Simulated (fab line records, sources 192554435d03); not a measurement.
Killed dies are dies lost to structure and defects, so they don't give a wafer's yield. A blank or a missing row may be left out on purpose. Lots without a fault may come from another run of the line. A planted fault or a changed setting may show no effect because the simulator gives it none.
Which tool did it? | flow n5_finfet | 6 lots, 18 wafers sampled, at 3 steps of a route of 1938

WHAT THE GAUGES READ, wafer by wafer
N5_BEOL_M11_THK_MEAS_53: measures by xrf.
lot  | measured     | on            | M11_THK (nm)
L920 | day 11 01:01 | film_metro-01 | 137 138 139
L924 | day 12 11:19 | film_metro-01 | 136 140 138
L929 | day 13 14:10 | film_metro-02 | 138 133 138
L927 | day 13 17:55 | film_metro-02 | 135 139 136
L931 | day 13 23:15 | film_metro-01 | 135 141 139
L939 | day 16 08:25 | film_metro-02 | 136 142 137

WHICH TOOL RAN EACH LOT (tool, then ch and the chambers of the sampled wafers, then the start)
lot  | N5_BEOL_M11_DEGAS_44         | N5_BEOL_M11_ALD_74
L920 | pvd_sputter-02, day 10 23:01 | ald_metal-04 ch 0,1, day 10 23:09
L924 | pvd_sputter-02, day 12 09:06 | ald_metal-02 ch 2,3, day 12 09:19
L929 | pvd_sputter-02, day 13 12:24 | ald_metal-04 ch 0,1,2, day 13 12:32
L927 | pvd_sputter-01, day 13 16:28 | ald_metal-04 ch 0,3, day 13 16:34
L931 | pvd_sputter-03, day 13 20:58 | ald_metal-02 ch 1,2,3, day 13 21:04
L939 | pvd_sputter-02, day 16 05:51 | ald_metal-01 ch 0,1,3, day 16 05:58
- N5_BEOL_M11_DEGAS_44: time 60 s.
- N5_BEOL_M11_ALD_74: deposits TaN, target thk 2 nm, pulse time 2 s, purge time 3 s.

THE ANSWER, worked out from the rows above alone
Rule: what is usual is taken from the lots themselves. Put in order of their means at a reading, lots are off if they are a third of the lots or fewer, leave a main group of 4 or more, and stand apart from it by a gap of 3 or more times the standard deviation of the main group's means; of several such gaps the widest counts. A main group whose means are all the same, to the digits that the tables above print for the reading, isn't used. A lot without any number at a reading at which 4 lots or more have one is off too. The other lots that the step has rows for count as sound.
No lot is off at any reading shown: from this, nothing can be told.

WHAT THE SIMULATOR HAD PUT IN
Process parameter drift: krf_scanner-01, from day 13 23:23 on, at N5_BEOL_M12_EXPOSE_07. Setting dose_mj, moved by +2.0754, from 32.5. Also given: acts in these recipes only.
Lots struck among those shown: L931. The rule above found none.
